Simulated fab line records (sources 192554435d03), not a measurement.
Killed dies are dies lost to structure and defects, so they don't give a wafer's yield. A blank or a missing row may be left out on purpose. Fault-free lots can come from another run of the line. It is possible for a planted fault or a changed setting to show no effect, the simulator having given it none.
fab line records	flow n5_finfet
record lots=24	wafers=72	last_day=19
route steps=1938 shown BEOL_M4@1034
lots that met no fault: from a run of the same line without faults
start_h: hours from the record's opening day to when the first of the lot's shown wafers began	wait_h: hours from the lot's prior step to this one	" repeats the value in the row above	L1.1+2: a row that stands for several wafers	- value missing, or start not given	* or withheld: withheld	< > ~ a bound
route shown NAME@n: a module of which the file shows steps, and the number in the route of the first	usual: mean and standard deviation over wafers with no fault	same: alike in all rows	chamber/n: place in a boat	sites: per-site readings	_std_site: how widely they spread, as a standard deviation	_edge_site: mean of outer sites minus mean of inner sites	radius_mm: for every site, how far away it sits from the centre of the wafer	mask NAME#n: copy n	behind: the tool/chamber that last shaped the wafer	hold: why the lot went on hold/how many hours it stayed there/how the hold came to an end	device: whichever transistor did not switch (one of n, p or np)	end of line: the same wafers' tests at the end of the route	where a step has no rows: the recipe by itself	killed: not the wafer's yield, but the dies lost to structure and defects at the first sort	map: shows each die of a wafer: x if killed, . if not, _ if none is there
set.NAME: setting as actually run; set.NAME@STEP: the setting as run at that earlier step	model.NAME: the simulator's own value behind a step, which no gauge read
a sample of lots followed through the steps of the route, with each step as a table and each wafer as a row
services: from which hour (start_h, from the record's first day; less than 0 if before it) a tool's chamber was out of use, for how many hours, and why
## steps
# step N5_BEOL_M4_CD_MEAS_11
# recipe target_cd_nm=16.79	landing_energy_ev=500	detector=se_inlens	polarity=opening
# usual cd_nm=16.70/0.27
lot.wafer	tool	chamber	start_h	wait_h	cd_nm
L074.2	cd_sem-02	0	166.30	-	16.89
L074.3	"	0	"	"	16.73
L074.5	"	0	"	"	17.04
L076.1	cd_sem-03	0	175.28	-	16.53
L076.2	"	0	"	"	16.51
L076.6	"	0	"	"	16.75
L075.3	cd_sem-03	0	176.72	-	16.56
L075.4	"	0	"	"	16.46
L075.6	"	0	"	"	17.20
L077.3	cd_sem-03	0	176.90	-	16.90
L077.4	"	0	"	"	16.56
L077.5	"	0	"	"	16.32
L078.1	cd_sem-02	0	181.36	-	17.35
L078.2	"	0	"	"	17.10
L078.4	"	0	"	"	16.51
L080.1	cd_sem-03	0	199.25	-	16.65
L080.2	"	0	"	"	16.98
L080.6	"	0	"	"	16.80
L081.1	cd_sem-03	0	203.35	-	16.31
L081.4	"	0	"	"	16.78
L081.6	"	0	"	"	16.98
L079.1	cd_sem-01	0	208.10	-	16.44
L079.3	"	0	"	"	16.86
L079.6	"	0	"	"	16.57
L083.2	cd_sem-02	0	218.00	-	16.89
L083.3	"	0	"	"	17.19
L083.4	"	0	"	"	16.71
L082.2	cd_sem-03	0	223.65	-	16.38
L082.4	"	0	"	"	16.44
L082.5	"	0	"	"	16.66
L084.4	cd_sem-02	0	233.82	-	16.70
L084.5	"	0	"	"	16.53
L084.6	"	0	"	"	16.71
L086.1	cd_sem-03	0	235.58	-	16.59
L086.3	"	0	"	"	16.77
L086.5	"	0	"	"	16.18
L085.3	cd_sem-03	0	241.93	-	16.69
L085.4	"	0	"	"	16.88
L085.5	"	0	"	"	17.00
L087.3	cd_sem-02	0	250.75	-	16.39
L087.4	"	0	"	"	16.42
L087.6	"	0	"	"	16.46
L088.1	cd_sem-03	0	252.29	-	16.35
L088.3	"	0	"	"	16.89
L088.4	"	0	"	"	16.65
L089.1	cd_sem-01	0	257.36	-	16.46
L089.2	"	0	"	"	16.72
L089.6	"	0	"	"	16.37
L090.1	cd_sem-02	0	257.41	-	16.65
L090.2	"	0	"	"	16.49
L090.4	"	0	"	"	16.60
L091.4	cd_sem-01	0	273.30	-	17.30
L091.5	"	0	"	"	17.03
L091.6	"	0	"	"	17.16
L092.1	cd_sem-03	0	277.11	-	16.29
L092.3	"	0	"	"	16.57
L092.4	"	0	"	"	16.54
L093.1	cd_sem-01	0	286.35	-	16.58
L093.2	"	0	"	"	16.95
L093.5	"	0	"	"	16.48
L094.1	cd_sem-03	0	296.01	-	16.48
L094.3	"	0	"	"	16.97
L094.5	"	0	"	"	16.87
L095.4	cd_sem-01	0	299.44	-	16.60
L095.5	"	0	"	"	16.94
L095.6	"	0	"	"	17.25
L096.3	cd_sem-03	0	303.64	-	16.88
L096.5	"	0	"	"	17.22
L096.6	"	0	"	"	17.11
L097.2	cd_sem-03	0	306.20	-	16.57
L097.3	"	0	"	"	16.49
L097.5	"	0	"	"	16.38
# step N5_BEOL_M4_DESCUM_33
# recipe chemistry=O2	time_s=7	source_power_w=50	bias_power_w=20	pressure_mtorr=20	rf_frequency_hz=2.712e+07	temp_c=40	resist=CAR-EUV	o2_flow_sccm=225
# usual drypump_motor_current_A=5.6/0.41	o2_flow_sccm=225.2/0.65	oes_product_au=0.78/0.07	rf_fwd_power_W=49.34/0.28	rf_vpp_V=243.1/1.5	showerhead_plenum_p_Torr=2.10/0.074	throttle_valve_pct=20.43/0.17
lot.wafer	tool	chamber	start_h	wait_h	drypump_motor_current_A	o2_flow_sccm	oes_product_au	rf_fwd_power_W	rf_hours_counter_h	rf_vpp_V	showerhead_plenum_p_Torr	throttle_valve_pct
L074.2	rie_diel-01	0	167.44	0.0	6.2	224.2	0.75	49.52	122	241.6	2.03	20.64
L074.3	"	3	"	"	5.5	225.3	0.75	49.07	126	242.1	2.02	20.63
L074.5	"	0	"	"	6.2	225.4	0.76	49.52	-	242.8	2.03	20.64
L076.1	rie_diel-04	2	176.40	0.0	4.7	225.7	0.92	49.42	16	244.3	2.13	20.38
L076.2	"	0	"	"	5.5	225.2	0.69	49.33	239	242.0	1.99	20.49
L076.6	"	0	"	"	5.5	226.3	0.69	49.23	-	241.4	1.99	20.47
L075.3	rie_diel-01	2	177.91	0.2	5.7	225.7	0.80	49.39	91	244.1	2.12	20.31
L075.4	"	1	"	"	5.7	224.3	0.79	49.31	97	242.8	2.03	20.18
L075.6	"	2	"	"	5.6	225.9	0.80	49.48	-	244.2	2.12	20.30
L077.3	rie_diel-02	1	178.07	0.0	5.2	224.4	0.75	49.30	125	244.4	2.09	20.33
L077.4	"	2	"	"	5.8	224.5	0.78	49.25	99	246.8	2.17	20.13
L077.5	"	2	"	"	5.8	224.3	0.78	49.19	-	244.4	2.17	20.15
L078.1	rie_diel-04	1	182.39	0.0	5.8	225.3	0.78	49.31	133	243.6	2.13	20.58
L078.2	"	3	"	"	5.6	224.8	0.71	49.85	196	243.6	2.17	20.39
L078.4	"	0	"	"	5.5	224.9	0.70	48.97	240	241.9	1.99	20.48
L080.1	rie_diel-02	2	200.26	0.0	5.8	225.5	0.78	49.18	106	245.0	2.16	20.15
L080.2	"	0	"	"	6.1	224.9	0.78	49.10	130	241.2	1.99	20.31
L080.6	"	1	"	"	5.2	225.0	0.75	49.01	-	243.5	2.09	20.34
L081.1	rie_diel-04	3	204.56	0.0	5.7	224.9	0.70	49.73	205	244.5	2.16	20.40
L081.4	"	3	"	"	5.6	226.1	0.70	49.86	-	244.6	2.16	20.40
L081.6	"	1	"	"	5.7	224.3	0.78	49.06	-	243.0	2.13	20.58
L079.1	rie_diel-01	0	209.90	0.0	6.2	224.7	0.75	49.22	136	240.9	2.03	20.69
L079.3	"	1	"	"	5.8	226.6	0.79	49.14	106	242.4	2.02	20.22
L079.6	"	1	"	"	5.8	226.1	0.79	49.08	-	242.3	2.02	20.19
L083.2	rie_diel-01	1	219.14	0.1	5.8	225.4	0.77	48.92	110	241.2	2.02	20.21
L083.3	"	0	"	"	6.2	225.8	0.73	49.69	140	241.8	2.03	20.68
L083.4	"	3	"	"	5.4	224.8	0.74	49.04	143	240.6	2.02	20.67
L082.2	rie_diel-01	3	225.16	0.0	5.4	225.8	0.74	49.11	145	241.2	2.02	20.67
L082.4	"	0	"	"	6.2	225.7	0.75	49.67	142	240.7	2.03	20.68
L082.5	"	2	"	"	5.6	223.9	0.79	49.45	-	242.5	2.11	20.33
L084.4	rie_diel-04	0	234.95	0.0	5.5	225.5	0.96	49.06	-	246.3	2.25	20.23
L084.5	"	3	"	"	5.6	225.3	0.69	49.54	-	244.5	2.16	20.43
L084.6	"	2	"	"	4.7	224.1	0.86	49.33	-	243.7	2.12	20.42
L086.1	rie_diel-04	3	236.71	0.0	5.7	225.5	0.70	49.71	220	245.2	2.16	20.41
L086.3	"	2	"	"	4.7	224.7	0.88	49.37	40	243.6	2.12	20.43
L086.5	"	0	"	"	5.6	225.5	0.95	49.07	-	244.4	2.25	20.23
L085.3	rie_diel-01	3	242.94	0.0	5.4	225.3	0.73	48.80	151	241.8	2.01	20.67
L085.4	"	2	"	"	5.6	224.8	0.78	49.79	112	243.3	2.11	20.35
L085.5	"	0	"	"	6.2	224.9	0.73	49.52	-	240.6	2.02	20.68
L087.3	rie_diel-04	3	251.90	0.1	5.7	225.4	0.70	49.81	225	244.5	2.16	20.43
L087.4	"	0	"	"	5.6	224.9	0.94	49.08	-	245.3	2.25	20.23
L087.6	"	3	"	"	5.7	224.8	0.69	49.62	-	244.4	2.16	20.42
L088.1	rie_diel-01	0	253.42	0.0	6.3	224.6	0.74	49.64	152	242.0	2.02	20.70
L088.3	"	3	"	"	5.5	225.7	0.73	48.83	156	240.5	2.01	20.69
L088.4	"	2	"	"	5.6	225.2	0.78	49.64	115	243.9	2.11	20.35
L089.1	rie_diel-04	2	258.81	0.1	4.8	225.6	0.85	49.24	49	244.3	2.12	20.44
L089.2	"	3	"	"	5.7	225.3	0.69	49.53	229	244.2	2.15	20.43
L089.6	"	0	"	"	5.5	224.6	0.94	49.09	-	245.0	2.25	20.23
L090.1	rie_diel-01	2	258.94	0.2	5.6	224.4	0.78	49.84	117	242.5	2.11	20.34
L090.2	"	3	"	"	5.4	225.2	0.73	48.97	158	242.8	2.01	20.68
L090.4	"	0	"	"	6.2	224.7	0.74	49.64	154	241.4	2.02	20.70
L091.4	rie_diel-01	2	274.45	0.1	5.6	225.3	0.78	49.79	123	243.5	2.11	20.34
L091.5	"	1	"	"	5.8	224.2	0.77	49.11	-	240.9	2.02	20.25
L091.6	"	0	"	"	6.2	224.5	0.73	49.74	-	240.7	2.02	20.69
L092.1	rie_diel-04	0	278.17	0.1	5.5	225.0	0.91	49.16	25	244.8	2.24	20.25
L092.3	"	1	"	"	5.8	223.9	0.78	49.17	152	242.5	2.12	20.59
L092.4	"	2	"	"	4.8	225.9	0.84	49.53	56	243.4	2.11	20.43
L093.1	rie_diel-01	1	287.71	0.0	5.7	225.9	0.75	49.26	134	241.7	2.02	20.26
L093.2	"	2	"	"	5.6	224.4	0.77	49.56	128	243.1	2.10	20.36
L093.5	"	2	"	"	5.6	224.9	0.77	49.50	-	243.5	2.11	20.37
L094.1	rie_diel-04	2	297.20	0.2	4.7	225.2	0.84	49.25	62	243.3	2.11	20.45
L094.3	"	3	"	"	5.7	225.4	0.68	49.75	242	245.0	2.15	20.47
L094.5	"	2	"	"	4.7	225.9	0.83	49.31	-	243.7	2.11	20.46
L095.4	rie_diel-02	0	300.77	0.0	6.1	224.9	0.76	49.11	164	242.1	1.98	20.37
L095.5	"	2	"	"	5.8	225.5	0.74	49.44	-	245.3	2.15	20.23
L095.6	"	3	"	"	4.8	225.3	0.78	49.04	-	244.5	2.14	20.71
L096.3	rie_diel-01	2	304.69	0.1	5.6	225.9	0.77	49.71	134	243.2	2.10	20.37
L096.5	"	3	"	"	5.4	225.2	0.72	49.03	-	241.4	2.01	20.71
L096.6	"	2	"	"	5.6	226.0	0.75	49.36	-	244.2	2.10	20.35
L097.2	rie_diel-04	3	307.44	0.0	5.7	226.2	0.68	49.50	247	243.5	2.15	20.46
L097.3	"	2	"	"	4.7	226.5	0.83	49.23	67	243.2	2.11	20.46
L097.5	"	2	"	"	4.7	225.7	0.83	49.38	-	244.1	2.11	20.46
# step N5_BEOL_M4_STRIP_36
# recipe chemistry=N2/H2	power_w=450	temp_c=40	pressure_mtorr=20	rf_frequency_hz=6e+07	overash_fraction=0.3	bias_power_w=7	h2_frac=0.5	n2_flow_sccm=200	h2_flow_sccm=200
# usual drypump_motor_current_A=5.6/0.46	oes_product_au=0.78/0.068	rf_vpp_V=59.1/1.5	showerhead_plenum_p_Torr=2.54/0.1	throttle_valve_pct=23.7/0.31
lot.wafer	tool	chamber	start_h	wait_h	drypump_motor_current_A	oes_product_au	rf_hours_counter_h	rf_vpp_V	showerhead_plenum_p_Torr	throttle_valve_pct
L074.2	rie_diel-04	2	172.02	0.0	4.7	0.92	14	58.3	2.63	24.1
L074.3	"	1	"	"	5.8	0.78	130	60.5	2.55	23.6
L074.5	"	2	"	"	4.7	0.91	-	60.0	2.63	24.1
L075.3	rie_diel-01	2	180.86	0.0	5.6	0.81	92	59.8	2.56	23.4
L075.4	"	0	"	"	6.2	0.75	127	57.6	2.42	23.5
L075.6	"	0	"	"	6.3	0.76	-	59.4	2.42	23.5
L076.1	rie_diel-01	0	189.11	0.0	6.2	0.76	131	56.8	2.42	23.4
L076.2	"	2	"	"	5.6	0.81	94	56.6	2.56	23.4
L076.6	"	0	"	"	6.2	0.76	-	58.8	2.42	23.5
L077.3	rie_diel-01	3	193.12	0.0	5.5	0.75	136	56.5	2.46	24.0
L077.4	"	1	"	"	5.8	0.80	102	57.0	2.43	23.1
L077.5	"	0	"	"	6.3	0.76	-	58.7	2.42	23.5
L078.1	rie_diel-04	1	193.19	0.0	5.8	0.78	137	58.5	2.55	23.6
L078.2	"	2	"	"	4.8	0.91	22	59.7	2.62	24.1
L078.4	"	3	"	"	5.7	0.70	201	59.9	2.62	23.7
L080.1	rie_diel-04	3	207.85	0.0	5.7	0.69	206	58.3	2.62	23.8
L080.2	"	2	"	"	4.7	0.89	26	61.8	2.62	24.1
L080.6	"	1	"	"	5.8	0.77	-	59.7	2.54	23.6
L081.1	rie_diel-02	2	208.96	0.0	5.8	0.78	110	58.8	2.69	24.1
L081.4	"	1	"	"	5.2	0.74	134	60.1	2.54	23.8
L081.6	"	3	"	"	4.9	0.85	-	60.6	2.61	23.9
L079.1	rie_diel-01	1	211.97	0.0	5.8	0.79	107	62.4	2.43	23.1
L079.3	"	3	"	"	5.4	0.74	140	56.0	2.46	24.1
L079.6	"	2	"	"	5.6	0.78	-	59.5	2.56	23.4
L083.2	rie_diel-04	2	223.95	0.0	4.7	0.87	34	59.0	2.62	24.1
L083.3	"	3	"	"	5.6	0.71	214	60.5	2.61	23.8
L083.4	"	0	"	"	5.6	0.98	-	59.1	2.73	23.7
L082.2	rie_diel-02	0	227.68	0.0	6.1	0.79	140	57.0	2.42	23.6
L082.4	"	1	"	"	5.2	0.73	142	59.8	2.54	23.8
L082.5	"	3	"	"	4.8	0.83	-	59.7	2.61	23.9
L084.4	rie_diel-04	0	241.55	0.0	5.5	0.95	-	60.0	2.73	23.7
L084.5	"	2	"	"	4.8	0.87	-	56.4	2.61	24.1
L084.6	"	3	"	"	5.7	0.71	-	57.3	2.61	23.8
L086.1	rie_diel-02	3	241.88	0.0	4.9	0.84	68	61.0	2.61	23.9
L086.3	"	2	"	"	5.8	0.76	122	62.2	2.68	24.1
L086.5	"	0	"	"	6.2	0.78	-	59.2	2.42	23.6
L085.3	rie_diel-04	3	246.54	0.0	5.7	0.69	223	60.6	2.61	23.8
L085.4	"	2	"	"	4.7	0.87	-	57.7	2.61	24.1
L085.5	"	3	"	"	5.7	0.68	-	57.0	2.61	23.8
L087.3	rie_diel-01	1	256.93	0.0	5.8	0.77	123	58.0	2.42	23.1
L087.4	"	2	"	"	5.7	0.76	116	57.5	2.55	23.5
L087.6	"	1	"	"	5.8	0.77	-	59.2	2.42	23.1
L089.1	rie_diel-01	1	261.64	0.0	5.8	0.75	125	57.4	2.42	23.1
L089.2	"	3	"	"	5.5	0.72	159	60.3	2.45	24.0
L089.6	"	0	"	"	6.2	0.74	-	61.2	2.41	23.5
L088.1	rie_diel-04	3	261.80	0.0	5.6	0.69	231	59.8	2.61	23.8
L088.3	"	2	"	"	4.8	0.85	51	60.0	2.61	24.1
L088.4	"	2	"	"	4.8	0.84	-	60.2	2.61	24.1
L090.1	rie_diel-02	0	262.12	0.0	6.2	0.76	151	58.6	2.41	23.6
L090.2	"	2	"	"	5.8	0.75	129	59.9	2.68	24.1
L090.4	"	1	"	"	5.2	0.73	154	57.7	2.54	23.8
L091.4	rie_diel-01	2	280.39	0.0	5.6	0.77	125	59.0	2.55	23.4
L091.5	"	0	"	"	6.2	0.73	-	60.7	2.40	23.5
L091.6	"	1	"	"	5.8	0.77	-	57.2	2.42	23.1
L092.1	rie_diel-01	1	288.99	0.0	5.8	0.76	135	60.4	2.42	23.1
L092.3	"	2	"	"	5.6	0.78	128	61.4	2.55	23.5
L092.4	"	0	"	"	6.3	0.73	166	56.5	2.40	23.5
L093.1	rie_diel-02	2	289.02	0.0	5.7	0.75	139	58.9	2.67	24.1
L093.2	"	0	"	"	6.1	0.76	160	60.4	2.41	23.6
L093.5	"	0	"	"	6.1	0.75	-	57.8	2.41	23.6
L094.1	rie_diel-01	1	305.32	0.0	5.7	0.76	140	55.6	2.41	23.1
L094.3	"	3	"	"	5.4	0.71	175	61.0	2.44	24.1
L094.5	"	3	"	"	5.4	0.71	-	61.1	2.44	24.0
L095.4	rie_diel-02	2	305.32	0.0	5.8	0.74	145	58.4	2.67	24.1
L095.5	"	2	"	"	5.8	0.75	-	57.2	2.67	24.1
L095.6	"	3	"	"	4.9	0.79	-	57.9	2.60	24.0
L096.3	rie_diel-02	1	309.32	0.0	5.2	0.70	171	57.7	2.53	23.8
L096.5	"	0	"	"	6.1	0.75	-	56.4	2.41	23.6
L096.6	"	3	"	"	4.9	0.78	-	59.2	2.60	24.0
L097.2	rie_diel-04	2	310.85	0.0	4.7	0.82	69	62.1	2.60	24.2
L097.3	"	3	"	"	5.7	0.68	248	58.9	2.60	23.8
L097.5	"	3	"	"	5.6	0.67	-	56.2	2.60	23.8
# step N5_BEOL_M4_ALD_84
# recipe material=TaN	target_thk_a=*	temp_c=275	ald_precursor_family=PDMAT	ald_co_reactant=NH3	pressure_torr=3	carrier_flow_sccm=1500	pulse_time_s=2	purge_time_s=3	co_reactant_purge_time_s=2	co_reactant_pulse_time_s=3	ald_cycles=30	precursor_vessel_temp_c=75	precursor_vessel_pressure_torr=26.25	precursor_vessel_carrier_sccm=1000
# usual heater_power_outer_w=244/41	heater_power_w=422/62
lot.wafer	tool	chamber	start_h	wait_h	heater_power_outer_w	heater_power_w	since_wet_clean_h
L074.2	ald_metal-01	0	172.51	0.0	240	393	1374
L074.3	"	1	"	"	204	360	1374
L074.5	"	3	"	"	327	558	-
L075.3	ald_metal-03	0	181.61	0.0	230	417	4460
L075.4	"	2	"	"	193	380	4460
L075.6	"	1	"	"	199	399	-
L076.1	ald_metal-01	1	190.04	0.1	211	364	1391
L076.2	"	2	"	"	229	401	1391
L076.6	"	1	"	"	215	352	-
L077.3	ald_metal-01	1	193.83	0.1	208	360	1395
L077.4	"	3	"	"	332	567	1395
L077.5	"	0	"	"	232	384	-
L078.1	ald_metal-02	3	193.89	0.0	207	365	6011
L078.2	"	0	"	"	233	394	6011
L078.4	"	2	"	"	237	399	6011
L080.1	ald_metal-01	2	208.83	0.0	229	424	1410
L080.2	"	3	"	"	342	571	1410
L080.6	"	0	"	"	235	386	-
L081.1	ald_metal-03	1	209.58	0.1	207	400	4488
L081.4	"	0	"	"	226	435	4488
L081.6	"	3	"	"	222	440	-
L079.1	ald_metal-01	1	212.81	0.1	209	363	1414
L079.3	"	2	"	"	230	421	1414
L079.6	"	2	"	"	231	432	-
L083.2	ald_metal-02	1	224.52	0.0	263	453	6041
L083.3	"	2	"	"	232	407	6041
L083.4	"	3	"	"	210	367	6041
L082.2	ald_metal-02	0	228.34	0.0	236	402	6045
L082.4	"	2	"	"	238	402	6045
L082.5	"	1	"	"	270	462	-
L084.4	ald_metal-01	3	242.21	0.0	332	557	1444
L084.5	"	0	"	"	244	393	-
L084.6	"	3	"	"	335	568	-
L086.1	ald_metal-01	2	243.07	0.1	228	422	1444
L086.3	"	0	"	"	234	387	1444
L086.5	"	1	"	"	208	364	-
L085.3	ald_metal-01	1	247.41	0.1	206	364	1449
L085.4	"	3	"	"	337	561	1449
L085.5	"	1	"	"	211	357	-
L087.3	ald_metal-01	0	257.76	0.0	233	386	1459
L087.4	"	3	"	"	336	552	1459
L087.6	"	3	"	"	340	561	-
L089.1	ald_metal-01	3	262.38	0.1	338	552	1464
L089.2	"	0	"	"	240	401	1464
L089.6	"	3	"	"	335	545	-
L088.1	ald_metal-03	0	262.78	0.0	222	421	4541
L088.3	"	2	"	"	202	371	4541
L088.4	"	3	"	"	213	444	4541
L090.1	ald_metal-01	2	263.07	0.0	241	412	1464
L090.2	"	1	"	"	210	368	1464
L090.4	"	3	"	"	330	566	1464
L091.4	ald_metal-02	3	281.47	0.1	210	346	6098
L091.5	"	1	"	"	277	453	-
L091.6	"	0	"	"	232	403	-
L092.1	ald_metal-03	3	289.64	0.0	216	447	4568
L092.3	"	0	"	"	227	426	4568
L092.4	"	0	"	"	229	421	-
L093.1	ald_metal-01	0	289.80	0.0	234	392	1491
L093.2	"	3	"	"	326	548	1491
L093.5	"	0	"	"	241	385	-
L095.4	ald_metal-02	3	306.19	0.0	206	358	6123
L095.5	"	1	"	"	270	458	-
L095.6	"	2	"	"	233	411	-
L094.1	ald_metal-01	3	306.38	0.1	334	563	1508
L094.3	"	1	"	"	212	357	1508
L094.5	"	0	"	"	239	391	-
L096.3	ald_metal-02	3	310.39	0.0	204	347	6127
L096.5	"	3	"	"	212	354	-
L096.6	"	2	"	"	233	404	-
L097.2	ald_metal-01	0	311.67	0.1	246	393	1513
L097.3	"	2	"	"	232	407	1513
L097.5	"	0	"	"	235	391	-
# step N5_BEOL_M4_ANNEAL_87
# recipe temp_c=400	time_s=240	ambient=vacuum
# usual heater_power_w=822/84
lot.wafer	tool	chamber	start_h	wait_h	heater_power_w
L074.2	pvd_sputter-02	-	173.89	0.0	959
L074.3	"	-	"	"	805
L074.5	"	-	"	"	771
L075.3	pvd_sputter-02	-	183.13	0.0	855
L075.4	"	-	"	"	786
L075.6	"	-	"	"	918
L076.1	pvd_sputter-03	-	191.35	0.0	746
L076.2	"	-	"	"	822
L076.6	"	-	"	"	835
L077.3	pvd_sputter-01	-	195.15	0.0	730
L077.4	"	-	"	"	866
L077.5	"	-	"	"	824
L078.1	pvd_sputter-03	-	195.33	0.0	878
L078.2	"	-	"	"	842
L078.4	"	-	"	"	761
L080.1	pvd_sputter-03	-	210.13	0.0	748
L080.2	"	-	"	"	837
L080.6	"	-	"	"	842
L081.1	pvd_sputter-02	-	210.99	0.0	840
L081.4	"	-	"	"	930
L081.6	"	-	"	"	965
L079.1	pvd_sputter-01	-	214.11	0.0	907
L079.3	"	-	"	"	830
L079.6	"	-	"	"	842
L083.2	pvd_sputter-03	-	225.96	0.0	664
L083.3	"	-	"	"	823
L083.4	"	-	"	"	733
L082.2	pvd_sputter-01	-	229.63	0.0	891
L082.4	"	-	"	"	734
L082.5	"	-	"	"	899
L084.4	pvd_sputter-02	-	243.67	0.0	970
L084.5	"	-	"	"	855
L084.6	"	-	"	"	900
L086.1	pvd_sputter-03	-	245.47	0.0	860
L086.3	"	-	"	"	722
L086.5	"	-	"	"	865
L085.3	pvd_sputter-02	-	248.67	0.0	972
L085.4	"	-	"	"	845
L085.5	"	-	"	"	814
L087.3	pvd_sputter-03	-	259.62	0.0	852
L087.4	"	-	"	"	637
L087.6	"	-	"	"	749
L089.1	pvd_sputter-01	-	263.68	0.0	752
L089.2	"	-	"	"	836
L089.6	"	-	"	"	900
L088.1	pvd_sputter-02	-	264.06	0.0	988
L088.3	"	-	"	"	783
L088.4	"	-	"	"	866
L090.1	pvd_sputter-01	-	265.52	0.0	893
L090.2	"	-	"	"	735
L090.4	"	-	"	"	826
L091.4	pvd_sputter-03	-	282.69	0.0	739
L091.5	"	-	"	"	847
L091.6	"	-	"	"	675
L092.1	pvd_sputter-02	-	291.32	0.0	921
L092.3	"	-	"	"	865
L092.4	"	-	"	"	956
L093.1	pvd_sputter-03	-	291.80	0.0	880
L093.2	"	-	"	"	836
L093.5	"	-	"	"	846
L095.4	pvd_sputter-03	-	307.47	0.0	736
L095.5	"	-	"	"	757
L095.6	"	-	"	"	833
L094.1	pvd_sputter-01	-	307.61	0.0	759
L094.3	"	-	"	"	880
L094.5	"	-	"	"	764
L096.3	pvd_sputter-02	-	312.14	0.0	905
L096.5	"	-	"	"	761
L096.6	"	-	"	"	923
L097.2	pvd_sputter-01	-	313.91	0.0	749
L097.3	"	-	"	"	843
L097.5	"	-	"	"	755
# step N5_BEOL_M4_SPUTTER_94
# recipe material=Cu	target_thk_a=45	temp_c=-20	chamber_pressure_pa=0.07	power_w=withheld	time_s=8.29
# usual throttle_valve_pct=30.1/0.87
lot.wafer	tool	chamber	start_h	wait_h	throttle_valve_pct
L074.2	pvd_sputter-02	-	174.69	0.1	28.2
L074.3	"	-	"	"	29.6
L074.5	"	-	"	"	30.0
L075.3	pvd_sputter-02	-	183.93	0.1	31.1
L075.4	"	-	"	"	29.9
L075.6	"	-	"	"	30.4
L076.1	pvd_sputter-03	-	192.15	0.1	30.4
L076.2	"	-	"	"	30.4
L076.6	"	-	"	"	31.2
L077.3	pvd_sputter-01	-	195.95	0.1	27.9
L077.4	"	-	"	"	30.7
L077.5	"	-	"	"	30.5
L078.1	pvd_sputter-03	-	196.13	0.1	30.9
L078.2	"	-	"	"	30.2
L078.4	"	-	"	"	30.4
L080.1	pvd_sputter-03	-	210.93	0.1	30.2
L080.2	"	-	"	"	30.2
L080.6	"	-	"	"	30.2
L081.1	pvd_sputter-02	-	211.79	0.1	31.0
L081.4	"	-	"	"	30.4
L081.6	"	-	"	"	28.4
L079.1	pvd_sputter-01	-	214.91	0.1	31.2
L079.3	"	-	"	"	30.5
L079.6	"	-	"	"	30.4
L083.2	pvd_sputter-03	-	226.76	0.1	30.4
L083.3	"	-	"	"	30.4
L083.4	"	-	"	"	30.1
L082.2	pvd_sputter-01	-	230.43	0.1	30.8
L082.4	"	-	"	"	30.1
L082.5	"	-	"	"	30.9
L084.4	pvd_sputter-02	-	244.47	0.1	28.6
L084.5	"	-	"	"	31.2
L084.6	"	-	"	"	30.4
L086.1	pvd_sputter-03	-	246.27	0.1	31.0
L086.3	"	-	"	"	30.5
L086.5	"	-	"	"	31.0
L085.3	pvd_sputter-02	-	249.47	0.1	28.2
L085.4	"	-	"	"	31.3
L085.5	"	-	"	"	30.0
L087.3	pvd_sputter-03	-	260.42	0.1	31.1
L087.4	"	-	"	"	30.2
L087.6	"	-	"	"	30.2
L089.1	pvd_sputter-01	-	264.48	0.1	28.4
L089.2	"	-	"	"	30.6
L089.6	"	-	"	"	30.8
L088.1	pvd_sputter-02	-	264.86	0.1	28.2
L088.3	"	-	"	"	30.1
L088.4	"	-	"	"	31.1
L090.1	pvd_sputter-01	-	266.32	0.1	30.8
L090.2	"	-	"	"	28.3
L090.4	"	-	"	"	30.5
L091.4	pvd_sputter-03	-	283.49	0.1	30.1
L091.5	"	-	"	"	31.2
L091.6	"	-	"	"	30.2
L092.1	pvd_sputter-02	-	292.12	0.1	30.1
L092.3	"	-	"	"	31.3
L092.4	"	-	"	"	28.4
L093.1	pvd_sputter-03	-	292.60	0.1	31.1
L093.2	"	-	"	"	30.5
L093.5	"	-	"	"	31.2
L095.4	pvd_sputter-03	-	308.27	0.1	30.5
L095.5	"	-	"	"	30.3
L095.6	"	-	"	"	30.4
L094.1	pvd_sputter-01	-	308.41	0.1	30.0
L094.3	"	-	"	"	31.1
L094.5	"	-	"	"	30.0
L096.3	pvd_sputter-02	-	313.01	0.1	30.5
L096.5	"	-	"	"	29.8
L096.6	"	-	"	"	30.2
L097.2	pvd_sputter-01	-	314.71	0.1	30.1
L097.3	"	-	"	"	30.6
L097.5	"	-	"	"	29.8
## services
tool	chamber	start_h	hours	kind
ald_metal-01	2	150.83	5.3	repair
pvd_sputter-02	-	177.90	0.7	repair
rie_diel-02	2	180.71	1.5	repair
rie_diel-02	3	182.82	5.4	repair
rie_diel-04	0	204.10	-	clean
rie_diel-04	0	204.10	-	consumable_replace:focus_ring
rie_diel-04	0	204.10	-	consumable_replace:showerhead
rie_diel-04	0	204.10	12.5	scheduled_down
rie_diel-04	0	204.10	12.5	vent_cycle
rie_diel-01	-	205.96	2.7	repair
rie_diel-04	1	218.53	47.5	repair
rie_diel-02	2	251.79	2.0	repair
ald_metal-02	3	253.62	16.2	repair
rie_diel-02	0	254.07	3.1	repair
ald_metal-02	-	261.33	0.9	repair
ald_metal-01	-	273.22	0.2	repair
ald_metal-03	2	283.38	11.2	repair
ald_metal-01	-	283.58	2.8	pm
rie_diel-04	1	304.65	10.7	repair
## key
fault none
